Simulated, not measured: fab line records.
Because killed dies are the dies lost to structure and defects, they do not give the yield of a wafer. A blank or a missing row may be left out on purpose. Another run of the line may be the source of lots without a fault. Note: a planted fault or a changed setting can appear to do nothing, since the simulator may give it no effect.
fab line records	flow nand-harc
record lots=15	wafers=42	last-day=33
route steps=1302 shown A_ONON_D2@565 A_CHANNEL_HOLE_D2@580 END@1301
lots with no fault: from the same line, run without faults
start-h: hours from the record's opening day to when the first of the lot's shown wafers began	wait-h: hours from the lot's prior step to this one	" same as the row above	L1.1+2: several wafers, shown together as one row	- either no value or no given start	* or withheld: withheld	< > ~ a bound
route shown NAME@n: names a module that has steps shown in the file, with the first one's number in the route	usual: the fault-free wafers' mean and standard deviation	same: alike in all rows	chamber/n: place in a boat	sites: the reading at each site	_std_site: standard deviation across them	_edge_site: inner sites' mean taken away from outer sites' mean	radius-mm: how far each site lies from the wafer's centre	mask NAME#n: copy n	behind: the most recent tool/chamber to have shaped the wafer	hold: why the lot went on hold/how many hours it stayed there/how the hold came to an end	device: whichever transistor did not switch (one of n, p or np)	end of line: the route-end tests of the same wafers	a step without rows: its recipe alone	killed: dies lost to structure and defects at the first sort, not the wafer's yield	map: per-die view of a wafer (x killed, . not killed, _ where there is no die)
set.NAME: setting as actually run; set.NAME@STEP: the setting as run at that earlier step	model.NAME: the simulator's own value behind a step, which no gauge read
the route's steps for a sample of lots (tables are steps, rows are wafers)
services: when a tool's chamber went out of use (start-h, in hours from the record's first day, below 0 if earlier), for how many hours, and the reason
## steps
# step NHARC_A_ONON_D2_THK_MEAS_30
# recipe thk-meas-gauge=ellipsometry
# usual thk-nm=999/9.1
lot.wafer	tool	chamber	start-h	wait-h	thk-nm
L130.2	film-metro-02	-	276.61	-	996
L130.3	"	-	"	"	995
L130.6	"	-	"	"	997
L131.3	film-metro-01	-	296.02	-	1004
L131.4	"	-	"	"	1005
L131.6	"	-	"	"	1005
L132.1	film-metro-01	-	310.34	-	1003
L132.5	"	-	"	"	1004
L132.6	"	-	"	"	1001
L136.1	film-metro-01	-	354.14	-	1000
L136.2	"	-	"	"	998
L136.5	"	-	"	"	1000
L138.1	film-metro-02	-	363.16	-	994
L138.3	"	-	"	"	995
L138.6	"	-	"	"	995
L137.1	film-metro-01	-	377.79	-	1024
L137.4	"	-	"	"	1022
L137.6	"	-	"	"	1022
L139.2	film-metro-01	-	383.14	-	1011
L139.3	"	-	"	"	1010
L139.4	"	-	"	"	1011
L141.3	film-metro-02	-	397.79	-	987
L141.4	"	-	"	"	990
L141.5	"	-	"	"	990
L140.1	film-metro-01	-	397.81	-	1004
L140.2	"	-	"	"	1007
L140.6	"	-	"	"	1007
L144.1	film-metro-02	-	423.94	-	982
L144.4	"	-	"	"	983
L144.6	"	-	"	"	985
L145.2	film-metro-01	-	423.96	-	997
L145.5	"	-	"	"	997
L145.6	"	-	"	"	998
L146.1	film-metro-01	-	449.53	-	977
L146.4	"	-	"	"	977
L146.5	"	-	"	"	979
L150.4	film-metro-01	-	480.15	-	992
L150.6	"	-	"	"	992
L151.2	film-metro-02	-	506.89	-	994
L151.6	"	-	"	"	997
L152.2	film-metro-01	-	512.81	-	998
L152.6	"	-	"	"	999
# step NHARC_A_CHANNEL_HOLE_D2_PEB_08
# recipe peb-temp-c=100	peb-time-s=65
# usual exhaust-pa=45.1/0.81
lot.wafer	tool	chamber	start-h	wait-h	exhaust-pa
L130.2	litho-track-06	0	280.29	0.1	45.7
L130.3	"	0	"	"	45.5
L130.6	"	0	"	"	44.5
L131.3	litho-track-01	0	300.00	0.0	45.2
L131.4	"	0	"	"	45.1
L131.6	"	0	"	"	44.5
L132.1	litho-track-06	0	316.60	0.1	46.3
L132.5	"	0	"	"	46.0
L132.6	"	0	"	"	45.7
L136.1	litho-track-01	0	363.39	0.1	44.7
L136.2	"	0	"	"	43.9
L136.5	"	0	"	"	45.0
L138.1	litho-track-04	0	369.11	0.1	45.6
L138.3	"	0	"	"	45.4
L138.6	"	0	"	"	45.6
L137.1	litho-track-01	0	386.22	0.1	45.6
L137.4	"	0	"	"	45.3
L137.6	"	0	"	"	46.0
L139.2	litho-track-06	0	388.37	0.1	43.7
L139.3	"	0	"	"	44.2
L139.4	"	0	"	"	45.3
L141.3	litho-track-01	0	402.34	0.0	43.3
L141.4	"	0	"	"	44.3
L141.5	"	0	"	"	44.3
L140.1	litho-track-01	0	404.07	0.1	46.9
L140.2	"	0	"	"	47.1
L140.6	"	0	"	"	46.8
L144.1	litho-track-04	0	426.99	0.1	44.7
L144.4	"	0	"	"	43.9
L144.6	"	0	"	"	44.2
L145.2	litho-track-06	0	429.01	0.1	44.3
L145.5	"	0	"	"	45.4
L145.6	"	0	"	"	45.4
L146.1	litho-track-06	0	453.85	0.1	47.1
L146.4	"	0	"	"	44.9
L146.5	"	0	"	"	45.5
L150.4	litho-track-06	0	486.39	0.0	44.5
L150.6	"	0	"	"	44.3
L151.2	litho-track-06	0	514.00	0.1	45.3
L151.6	"	0	"	"	44.2
L152.2	litho-track-06	0	520.13	0.1	44.7
L152.6	"	0	"	"	45.3
# step NHARC_A_CHANNEL_HOLE_D2_CD_MEAS_10
# recipe target-cd-nm=100	landing-energy-ev=500
# usual cd-nm=100.3/0.74
lot.wafer	tool	chamber	start-h	wait-h	cd-nm
L130.2	cd-sem-03	0	280.37	-	101.9
L130.3	"	0	"	"	100.5
L130.6	"	0	"	"	100.2
L131.3	cd-sem-02	0	300.08	-	98.8
L131.4	"	0	"	"	99.6
L131.6	"	0	"	"	98.9
L132.1	cd-sem-01	0	316.68	-	99.9
L132.5	"	0	"	"	101.1
L132.6	"	0	"	"	100.1
L136.1	cd-sem-02	0	363.47	-	100.2
L136.2	"	0	"	"	99.5
L136.5	"	0	"	"	99.0
L138.1	cd-sem-02	0	369.19	-	100.6
L138.3	"	0	"	"	100.4
L138.6	"	0	"	"	100.2
L137.1	cd-sem-01	0	386.30	-	99.6
L137.4	"	0	"	"	100.8
L137.6	"	0	"	"	99.9
L139.2	cd-sem-01	0	388.45	-	101.0
L139.3	"	0	"	"	100.3
L139.4	"	0	"	"	100.7
L141.3	cd-sem-03	0	402.42	-	98.6
L141.4	"	0	"	"	100.4
L141.5	"	0	"	"	99.1
L140.1	cd-sem-01	0	404.15	-	99.0
L140.2	"	0	"	"	100.1
L140.6	"	0	"	"	99.2
L144.1	cd-sem-01	0	427.07	-	100.9
L144.4	"	0	"	"	100.4
L144.6	"	0	"	"	100.7
L145.2	cd-sem-01	0	429.09	-	100.6
L145.5	"	0	"	"	101.2
L145.6	"	0	"	"	100.5
L146.1	cd-sem-03	0	453.93	-	100.2
L146.4	"	0	"	"	100.0
L146.5	"	0	"	"	101.3
L150.4	cd-sem-02	0	486.48	-	100.8
L150.6	"	0	"	"	115.3
L151.2	cd-sem-03	0	514.08	-	115.4
L151.6	"	0	"	"	116.7
L152.2	cd-sem-03	0	520.21	-	115.4
L152.6	"	0	"	"	116.1
# step NHARC_A_CHANNEL_HOLE_D2_INSPECT_12
# usual raw-defect-count=28/22
lot.wafer	tool	chamber	start-h	wait-h	raw-defect-count
L130.2	defect-inspect-01	-	280.49	0.0	47
L130.3	"	-	"	"	45
L130.6	"	-	"	"	38
L131.3	defect-inspect-01	-	300.20	0.0	47
L131.4	"	-	"	"	63
L131.6	"	-	"	"	52
L132.1	defect-inspect-02	-	316.80	0.0	5
L132.5	"	-	"	"	0
L132.6	"	-	"	"	6
L136.1	defect-inspect-02	-	363.60	0.0	10
L136.2	"	-	"	"	7
L136.5	"	-	"	"	7
L138.1	defect-inspect-02	-	369.31	0.0	12
L138.3	"	-	"	"	12
L138.6	"	-	"	"	9
L137.1	defect-inspect-02	-	386.42	0.0	16
L137.4	"	-	"	"	12
L137.6	"	-	"	"	9
L139.2	defect-inspect-02	-	388.57	0.0	52
L139.3	"	-	"	"	67
L139.4	"	-	"	"	67
L141.3	defect-inspect-01	-	402.54	0.0	10
L141.4	"	-	"	"	13
L141.5	"	-	"	"	6
L140.1	defect-inspect-02	-	404.27	0.0	58
L140.2	"	-	"	"	60
L140.6	"	-	"	"	55
L144.1	defect-inspect-01	-	427.20	0.0	55
L144.4	"	-	"	"	62
L144.6	"	-	"	"	58
L145.2	defect-inspect-02	-	429.21	0.0	10
L145.5	"	-	"	"	16
L145.6	"	-	"	"	16
L146.1	defect-inspect-02	-	454.05	0.0	12
L146.4	"	-	"	"	21
L146.5	"	-	"	"	11
L150.4	defect-inspect-02	-	486.59	0.0	18
L150.6	"	-	"	"	19
L151.2	defect-inspect-01	-	514.20	0.0	3
L151.6	"	-	"	"	3
L152.2	defect-inspect-01	-	520.33	0.0	18
L152.6	"	-	"	"	29
# step NHARC_A_CHANNEL_HOLE_D2_ETCH_38
# recipe target-depth-a=390	over-etch-frac=0.3	time-s=65	ion-energy-ev=80	cf4-flow-sccm=150	ar-flow-sccm=0	rf-w=300	bias-w=100	chemistry=CF4
# usual drypump-motor-current-A=5.9/0.35	oes-product-au=1.001/0.014	rf-vpp-V=151.2/1.1	showerhead-plenum-p-Torr=1.77/0.059	throttle-valve-pct=13.284/0.0098
# same time-s=65
lot.wafer	tool	chamber	start-h	wait-h	drypump-motor-current-A	oes-product-au	rf-hours-counter-h	rf-vpp-V	showerhead-plenum-p-Torr	throttle-valve-pct
L130.3	rie-diel-05	3	280.64	0.1	6.3	1.017	1.6	152.4	1.80	13.277
L130.2	"	1	"	"	5.9	1.004	1.6	153.2	1.85	13.289
L130.6	"	3	"	"	6.4	1.030	-	152.1	1.80	13.281
L131.4	rie-diel-05	0	300.35	0.1	6.0	0.969	2.9	149.7	1.81	13.285
L131.3	"	1	"	"	5.9	1.003	2.8	150.5	1.85	13.280
L131.6	"	0	"	"	6.0	0.969	-	150.8	1.81	13.287
L132.1	rie-diel-05	3	316.97	0.1	6.4	1.006	3.7	150.5	1.80	13.290
L132.5	"	0	"	"	6.0	0.969	-	150.2	1.81	13.301
L132.6	"	1	"	"	5.9	0.999	-	152.2	1.85	13.292
L136.1	rie-diel-05	3	363.76	0.1	6.4	1.013	5.0	151.9	1.80	13.278
L136.2	"	2	"	"	5.4	0.998	6.7	151.3	1.75	13.284
L136.5	"	3	"	"	6.4	1.013	-	152.3	1.80	13.268
L138.3	rie-diel-05	3	369.46	0.1	6.3	1.023	5.8	151.3	1.80	13.273
L138.1	"	1	"	"	5.9	0.997	6.6	151.6	1.85	13.273
L138.6	"	0	"	"	6.0	0.969	-	151.6	1.81	13.277
L137.4	rie-diel-07	3	386.57	0.1	5.3	1.005	3.6	151.6	1.79	13.276
L137.1	"	1	"	"	6.0	0.996	3.8	150.5	1.76	13.291
L137.6	"	2	"	"	5.6	0.998	-	149.7	1.76	13.284
L139.2	rie-diel-07	2	388.71	0.1	5.5	1.004	3.9	150.9	1.76	13.303
L139.4	"	3	"	"	5.4	1.006	4.2	150.5	1.78	13.284
L139.3	"	1	"	"	6.0	0.990	4.3	151.0	1.76	13.278
L141.3	rie-diel-05	1	402.70	0.1	5.9	1.009	8.3	153.2	1.85	13.299
L141.4	"	3	"	"	6.4	1.030	7.1	152.1	1.80	13.278
L141.5	"	1	"	"	5.9	1.009	-	153.2	1.85	13.290
L140.1	rie-diel-10	2	404.43	0.1	6.0	0.995	7.5	148.0	1.66	13.287
L140.2	"	3	"	"	6.1	1.011	8.4	150.2	1.66	13.277
L140.6	"	1	"	"	6.5	0.995	-	150.7	1.65	13.278
L144.4	rie-diel-05	3	427.35	0.1	6.4	0.991	0.3	151.9	1.80	13.282
L144.1	"	1	"	"	5.9	1.006	0.3	152.9	1.85	13.302
L144.6	"	3	"	"	6.3	0.988	-	152.0	1.80	13.280
L145.2	rie-diel-05	3	429.36	0.1	6.4	0.980	0.9	150.4	1.80	13.266
L145.6	"	3	"	"	6.4	0.986	-	153.1	1.80	13.283
L145.5	"	0	"	"	5.9	0.988	-	150.7	1.81	13.278
L146.1	rie-diel-05	0	454.21	0.1	6.0	0.985	2.0	152.0	1.81	13.290
L146.4	"	3	"	"	6.4	0.994	2.2	151.7	1.80	13.279
L146.5	"	0	"	"	6.0	0.978	-	152.7	1.81	13.272
L150.4	rie-diel-10	2	486.74	0.1	6.0	0.994	4.8	148.9	1.65	13.283
L150.6	"	1	"	"	6.5	0.991	-	149.0	1.65	13.294
L151.2	rie-diel-05	3	514.36	0.1	6.4	0.998	6.0	151.2	1.80	13.288
L151.6	"	1	"	"	6.0	0.995	-	151.4	1.85	13.281
L152.2	rie-diel-05	0	520.48	0.1	6.0	0.994	7.3	150.6	1.81	13.274
L152.6	"	3	"	"	6.3	1.010	-	150.6	1.80	13.273
# step NHARC_A_CHANNEL_HOLE_D2_CD_MEAS_31
# usual cd-nm=89.4/1.7
lot.wafer	tool	chamber	start-h	wait-h	cd-nm
L130.2	cd-sem-03	-	287.24	-	89.9
L130.3	"	-	"	"	91.4
L130.6	"	-	"	"	90.2
L131.3	cd-sem-03	-	307.00	-	89.8
L131.4	"	-	"	"	88.6
L131.6	"	-	"	"	87.0
L132.1	cd-sem-03	-	323.55	-	91.7
L132.5	"	-	"	"	93.3
L132.6	"	-	"	"	88.6
L136.1	cd-sem-01	-	372.42	-	87.9
L136.2	"	-	"	"	85.7
L136.5	"	-	"	"	88.2
L138.1	cd-sem-02	-	380.22	-	89.7
L138.3	"	-	"	"	89.3
L138.6	"	-	"	"	87.5
L137.1	cd-sem-03	-	393.33	-	88.0
L137.4	"	-	"	"	91.2
L137.6	"	-	"	"	87.3
L139.2	cd-sem-01	-	397.51	-	88.7
L139.3	"	-	"	"	89.0
L139.4	"	-	"	"	89.1
L141.3	cd-sem-01	-	409.33	-	85.2
L141.4	"	-	"	"	90.9
L141.5	"	-	"	"	87.0
L140.1	cd-sem-01	-	411.06	-	89.9
L140.2	"	-	"	"	88.9
L140.6	"	-	"	"	89.1
L144.1	cd-sem-02	-	433.97	-	89.7
L144.4	"	-	"	"	93.4
L144.6	"	-	"	"	90.7
L145.2	cd-sem-03	-	436.16	-	88.4
L145.5	"	-	"	"	91.3
L145.6	"	-	"	"	90.5
L146.1	cd-sem-02	-	464.14	-	88.1
L146.4	"	-	"	"	88.5
L146.5	"	-	"	"	91.2
L150.4	cd-sem-01	-	493.37	-	88.3
L150.6	"	-	"	"	105.9
L151.2	cd-sem-03	-	522.49	-	104.0
L151.6	"	-	"	"	106.9
L152.2	cd-sem-01	-	529.32	-	107.0
L152.6	"	-	"	"	108.3
# step NHARC_A_CHANNEL_HOLE_D2_XSEM_32
# recipe landing-energy-ev=35000
# usual bot-cd-nm=74.0/1.8	bow-nm=8.7/0.34	tilt-deg=0.064/0.03
lot.wafer	tool	chamber	start-h	wait-h	bot-cd-nm	bow-nm	tilt-deg
L130.2	xsem-02	0	287.33	0.1	75.9	8.9	0.089
L130.3	"	0	"	"	76.8	8.9	0.089
L130.6	"	0	"	"	75.3	8.9	0.088
L131.3	xsem-01	0	307.09	0.1	73.5	9.1	0.046
L131.4	"	0	"	"	72.4	9.1	0.044
L131.6	"	0	"	"	70.2	9.0	0.048
L132.1	xsem-01	0	323.64	0.1	76.1	9.0	0.049
L132.5	"	0	"	"	78.1	9.0	0.048
L132.6	"	0	"	"	73.7	9.0	0.049
L136.1	xsem-01	0	372.51	0.1	72.7	9.6	0.078
L136.2	"	0	"	"	70.5	9.6	0.077
L136.5	"	0	"	"	72.8	9.7	0.077
L138.1	xsem-02	0	380.31	0.1	73.9	8.3	0.055
L138.3	"	0	"	"	73.5	8.3	0.053
L138.6	"	0	"	"	72.2	8.3	0.055
L137.1	xsem-01	0	393.42	0.1	73.0	8.4	0.073
L137.4	"	0	"	"	75.2	8.5	0.075
L137.6	"	0	"	"	71.5	8.3	0.073
L139.2	xsem-02	0	397.60	0.1	73.0	8.3	0.062
L139.3	"	0	"	"	73.0	8.3	0.063
L139.4	"	0	"	"	73.1	8.2	0.063
L141.3	xsem-02	0	409.43	0.1	70.1	8.3	0.030
L141.4	"	0	"	"	74.8	8.2	0.032
L141.5	"	0	"	"	71.6	8.1	0.032
L140.1	xsem-01	0	411.15	0.1	74.4	8.4	0.125
L140.2	"	0	"	"	73.6	8.4	0.124
L140.6	"	0	"	"	73.9	8.4	0.124
L144.1	xsem-01	0	434.05	0.1	74.0	8.6	0.041
L144.4	"	0	"	"	77.9	8.6	0.043
L144.6	"	0	"	"	75.6	8.6	0.042
L145.2	xsem-02	0	436.25	0.1	73.3	8.5	0.067
L145.5	"	0	"	"	76.4	8.5	0.068
L145.6	"	0	"	"	75.8	8.5	0.067
L146.1	xsem-02	0	464.23	0.1	72.4	8.6	0.106
L146.4	"	0	"	"	73.0	8.6	0.108
L146.5	"	0	"	"	75.6	8.6	0.106
L150.4	xsem-01	0	493.46	0.1	73.3	8.4	0.079
L150.6	"	0	"	"	90.4	8.4	0.080
L151.2	xsem-01	0	522.58	0.1	87.8	8.4	0.021
L151.6	"	0	"	"	91.2	8.4	0.022
L152.2	xsem-02	0	529.41	0.1	91.9	9.3	0.060
L152.6	"	0	"	"	92.5	9.2	0.062
# step NHARC_END_WLT_00
# usual VT_DECK1_BOTTOM=0.871/0.0067	VT_DECK1_BOTTOM_INNER=0.871/0.0073	VT_DECK1_MEDIAN_NEAR_BOTTOM=0.872/0.0071	VT_DECK1_MEDIAN_NEAR_BOTTOM_INNER=0.872/0.0073	VT_DECK1_MIDDLE=0.885/0.0058	VT_DECK1_MIDDLE_INNER=0.885/0.0063	VT_DECK1_TOP=0.897/0.0061	VT_DECK1_TOP_INNER=0.897/0.0062	VT_DECK2_BOTTOM=0.869/0.0078	VT_DECK2_BOTTOM_INNER=0.868/0.0078	VT_DECK2_MEDIAN_NEAR_BOTTOM=0.870/0.007	VT_DECK2_MEDIAN_NEAR_BOTTOM_INNER=0.871/0.0079	VT_DECK2_MIDDLE=0.883/0.007	VT_DECK2_MIDDLE_INNER=0.884/0.0064	VT_DECK2_TOP=0.896/0.0062	VT_DECK2_TOP_INNER=0.896/0.0067
lot.wafer	tool	chamber	start-h	wait-h	VT_DECK1_BOTTOM	VT_DECK1_BOTTOM_INNER	VT_DECK1_MEDIAN_NEAR_BOTTOM	VT_DECK1_MEDIAN_NEAR_BOTTOM_INNER	VT_DECK1_MIDDLE	VT_DECK1_MIDDLE_INNER	VT_DECK1_TOP	VT_DECK1_TOP_INNER	VT_DECK2_BOTTOM	VT_DECK2_BOTTOM_INNER	VT_DECK2_MEDIAN_NEAR_BOTTOM	VT_DECK2_MEDIAN_NEAR_BOTTOM_INNER	VT_DECK2_MIDDLE	VT_DECK2_MIDDLE_INNER	VT_DECK2_TOP	VT_DECK2_TOP_INNER
L130.2	prober-01	-	598.38	12.5	0.862	0.864	0.859	0.865	0.883	0.876	0.891	0.889	0.874	0.873	0.878	0.876	0.889	0.887	0.895	0.892
L130.3	"	-	"	"	0.867	0.859	0.866	0.867	0.883	0.878	0.893	0.889	0.873	0.871	0.878	0.878	0.893	0.886	0.894	0.886
L130.6	"	-	600.33	14.4	0.865	0.863	0.858	0.867	0.877	0.889	0.892	0.891	0.875	0.871	0.872	0.886	0.876	0.891	0.899	0.897
L131.3	prober-02	-	610.30	20.1	0.870	0.877	0.874	0.879	0.880	0.891	0.897	0.894	0.874	0.870	0.874	0.873	0.889	0.889	0.894	0.888
L131.4	"	-	"	"	0.861	0.858	0.857	0.865	0.879	0.888	0.893	0.894	0.876	0.871	0.870	0.874	0.887	0.886	0.900	0.888
L131.6	"	-	"	"	0.867	0.880	0.875	0.875	0.887	0.890	0.900	0.895	0.866	0.859	0.865	0.865	0.878	0.878	0.902	0.895
L132.1	prober-01	-	613.52	23.4	0.883	0.886	0.881	0.890	0.891	0.895	0.905	0.904	0.866	0.878	0.875	0.882	0.886	0.884	0.895	0.889
L132.5	"	-	615.51	25.4	0.877	0.886	0.885	0.880	0.892	0.888	0.897	0.904	0.876	0.871	0.882	0.879	0.891	0.892	0.897	0.904
L132.6	"	-	"	"	0.876	0.876	0.874	0.872	0.890	0.892	0.905	0.901	0.865	0.863	0.869	0.864	0.875	0.884	0.892	0.894
L138.1	prober-01	-	635.36	0.0	0.864	0.859	0.857	0.863	0.875	0.877	0.888	0.895	0.871	0.870	0.867	0.878	0.877	0.883	0.892	0.895
L138.3	"	-	"	"	0.867	0.861	0.868	0.866	0.889	0.875	0.896	0.883	0.869	0.871	0.863	0.873	0.884	0.882	0.902	0.892
L138.6	"	-	637.81	2.5	0.866	0.862	0.866	0.869	0.878	0.889	0.889	0.894	0.868	0.858	0.862	0.862	0.883	0.876	0.895	0.905
L136.1	prober-02	-	635.37	0.1	0.867	0.866	0.857	0.861	0.881	0.878	0.892	0.892	0.864	0.864	0.867	0.866	0.883	0.877	0.903	0.891
L136.2	"	-	"	"	0.880	0.872	0.877	0.869	0.884	0.880	0.901	0.894	0.857	0.852	0.864	0.858	0.867	0.875	0.894	0.885
L136.5	"	-	637.35	2.0	0.869	0.866	0.864	0.868	0.885	0.883	0.902	0.898	0.863	0.862	0.869	0.873	0.880	0.888	0.894	0.897
L137.1	prober-02	-	651.69	0.1	0.863	0.867	0.871	0.864	0.878	0.881	0.892	0.895	0.859	0.858	0.871	0.870	0.882	0.879	0.887	0.886
L137.4	"	-	653.19	1.6	0.869	0.872	0.870	0.874	0.889	0.880	0.898	0.894	0.874	0.866	0.877	0.872	0.888	0.884	0.894	0.894
L137.6	"	-	654.19	2.6	0.874	0.874	0.874	0.878	0.883	0.881	0.906	0.899	0.855	0.854	0.861	0.871	0.873	0.878	0.893	0.896
L139.2	prober-01	-	652.18	0.6	0.878	0.874	0.874	0.880	0.887	0.889	0.899	0.898	0.863	0.873	0.871	0.876	0.878	0.893	0.903	0.904
L139.3	"	-	"	"	0.869	0.868	0.863	0.869	0.881	0.888	0.905	0.901	0.876	0.877	0.875	0.876	0.892	0.895	0.906	0.897
L139.4	"	-	"	"	0.869	0.872	0.884	0.879	0.885	0.888	0.894	0.889	0.874	0.871	0.873	0.875	0.889	0.894	0.906	0.909
L141.3	prober-02	-	660.54	8.9	0.875	0.870	0.865	0.872	0.888	0.885	0.896	0.902	0.857	0.855	0.860	0.850	0.872	0.872	0.899	0.892
L141.4	"	-	"	"	0.879	0.873	0.874	0.872	0.894	0.879	0.902	0.901	0.870	0.874	0.876	0.870	0.883	0.885	0.895	0.893
L141.5	"	-	"	"	0.874	0.863	0.872	0.867	0.887	0.889	0.901	0.904	0.862	0.861	0.863	0.858	0.886	0.887	0.902	0.891
L140.1	prober-02	-	667.20	0.1	0.860	0.862	0.862	0.857	0.876	0.874	0.893	0.896	0.868	0.864	0.879	0.872	0.884	0.886	0.893	0.900
L140.2	"	-	"	"	0.868	0.864	0.862	0.861	0.885	0.877	0.893	0.888	0.859	0.868	0.867	0.867	0.882	0.884	0.894	0.887
L140.6	"	-	669.70	2.6	0.866	0.863	0.871	0.869	0.880	0.869	0.888	0.892	0.856	0.871	0.860	0.870	0.884	0.875	0.893	0.897
L144.1	prober-02	-	695.89	0.1	0.863	0.877	0.870	0.875	0.887	0.875	0.898	0.898	0.869	0.873	0.872	0.866	0.889	0.884	0.896	0.892
L144.4	"	-	697.38	1.6	0.870	0.873	0.874	0.876	0.881	0.879	0.895	0.897	0.876	0.876	0.872	0.880	0.888	0.888	0.889	0.892
L144.6	"	-	"	"	0.870	0.866	0.865	0.860	0.885	0.880	0.890	0.895	0.873	0.878	0.875	0.877	0.883	0.889	0.898	0.901
L145.2	prober-01	-	696.38	0.6	0.871	0.863	0.869	0.861	0.890	0.887	0.893	0.896	0.855	0.865	0.861	0.858	0.872	0.877	0.891	0.893
L145.5	"	-	697.91	2.1	0.861	0.865	0.865	0.863	0.885	0.882	0.883	0.893	0.869	0.866	0.862	0.871	0.877	0.881	0.894	0.892
L145.6	"	-	"	"	0.871	0.877	0.873	0.878	0.884	0.886	0.897	0.898	0.861	0.869	0.867	0.865	0.877	0.878	0.894	0.884
L146.1	prober-02	-	715.82	0.1	0.876	0.870	0.875	0.881	0.888	0.883	0.898	0.890	0.865	0.877	0.874	0.865	0.882	0.888	0.902	0.905
L146.4	"	-	717.31	1.6	0.872	0.869	0.873	0.859	0.881	0.878	0.890	0.897	0.867	0.868	0.868	0.875	0.887	0.893	0.899	0.896
L146.5	"	-	"	"	0.872	0.872	0.875	0.869	0.885	0.892	0.902	0.900	0.873	0.875	0.879	0.881	0.892	0.896	0.900	0.904
L150.4	prober-01	-	760.87	1.5	0.869	0.870	0.873	0.867	0.887	0.888	0.895	0.906	0.855	0.856	0.860	0.856	0.883	0.879	0.896	0.895
L150.6	"	-	"	"	0.870	0.878	0.872	0.872	0.885	0.877	0.895	0.890	0.906	0.910	0.908	0.899	0.915	0.917	0.922	0.923
L151.2	prober-01	-	783.47	0.5	0.871	0.876	0.872	0.868	0.888	0.878	0.887	0.891	0.915	0.911	0.913	0.914	0.919	0.929	0.929	0.940
L151.6	"	-	785.47	2.5	0.877	0.872	0.877	0.886	0.885	0.881	0.899	0.905	0.918	0.919	0.918	0.916	0.917	0.923	0.938	0.939
L152.2	prober-01	-	791.24	8.3	0.879	0.879	0.877	0.880	0.887	0.891	0.889	0.892	0.908	0.898	0.902	0.915	0.912	0.912	0.921	0.916
L152.6	"	-	793.22	10.3	0.877	0.873	0.879	0.887	0.880	0.892	0.900	0.892	0.902	0.910	0.911	0.911	0.913	0.915	0.924	0.913
## services
tool	chamber	start-h	hours	kind
rie-diel-05	0	263.43	-	clean
rie-diel-05	1	263.43	-	clean
rie-diel-05	2	263.43	-	clean
rie-diel-05	3	263.43	-	clean
rie-diel-10	-	276.55	0.3	repair
rie-diel-10	0	281.81	17.0	repair
rie-diel-07	-	294.20	9.0	pm
litho-track-01	-	330.00	7.0	pm
rie-diel-07	1	343.06	8.8	repair
litho-track-06	-	354.00	7.0	pm
rie-diel-05	1	359.38	5.8	repair
rie-diel-07	2	366.39	3.3	repair
xsem-01	-	374.00	14.0	pm
litho-track-04	-	378.00	7.0	pm
rie-diel-05	3	390.73	10.3	repair
rie-diel-05	-	406.93	9.0	pm
rie-diel-10	-	419.50	9.0	pm
rie-diel-07	2	428.75	9.4	repair
rie-diel-07	0	455.11	15.3	repair
rie-diel-10	0	468.17	1.2	repair
rie-diel-10	1	469.74	4.1	repair
rie-diel-07	-	471.20	9.0	pm
litho-track-01	-	505.00	7.0	pm
litho-track-06	-	529.00	7.0	pm
## key
first-sign step=NHARC_A_CHANNEL_HOLE_D2_CD_MEAS_10	reading=cd-nm	direction=up	sigmas=21	usual=100.3	struck=115.8
effect step=NHARC_A_CHANNEL_HOLE_D2_CD_MEAS_31	reading=cd-nm	direction=up	sigmas=10	usual=89.4	struck=106.4
effect step=NHARC_A_CHANNEL_HOLE_D2_XSEM_32	reading=bot-cd-nm	direction=up	sigmas=9.1	usual=74.0	struck=90.7
effect step=NHARC_END_WLT_00	reading=VT_DECK2_MEDIAN_NEAR_BOTTOM	direction=up	sigmas=5.8	usual=0.870	struck=0.910
met-at NHARC_A_CHANNEL_HOLE_D2_PEB_08
struck-lots L150,L151,L152
struck-wafers L150.6,L151.2,L151.6,L152.2,L152.6
sort-left-out L150.6,L151.2,L151.6,L152.2,L152.6
tester-left-out L150,L151,L152
not-acting-at NHARC_A_ONON_D2_THK_MEAS_30,NHARC_A_CHANNEL_HOLE_D2_INSPECT_12,NHARC_A_CHANNEL_HOLE_D2_ETCH_38
onset-between 453.85 486.39
fault kind=process-parameter-drift	tool=litho-track-06	chamber=-	onset-h=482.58	steps=NHARC_A_CHANNEL_HOLE_D2_PEB_08	channel=peb-time-s	offset=*	shape=step	end-h=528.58	scope=struck-wafers-only	acts-in=*	stated=*
# tester-left-out: of these lots the tester's yield and bins aren't shown, on N5 and GAA mostly nor the transistor test; their killed dies are dies lost to structure and defects alone, not to doping, threshold or leakage, so they don't give the yield
# sort-left-out: the simulated sort isn't trusted on such a fault, so these wafers' sort isn't shown, and their yield isn't known
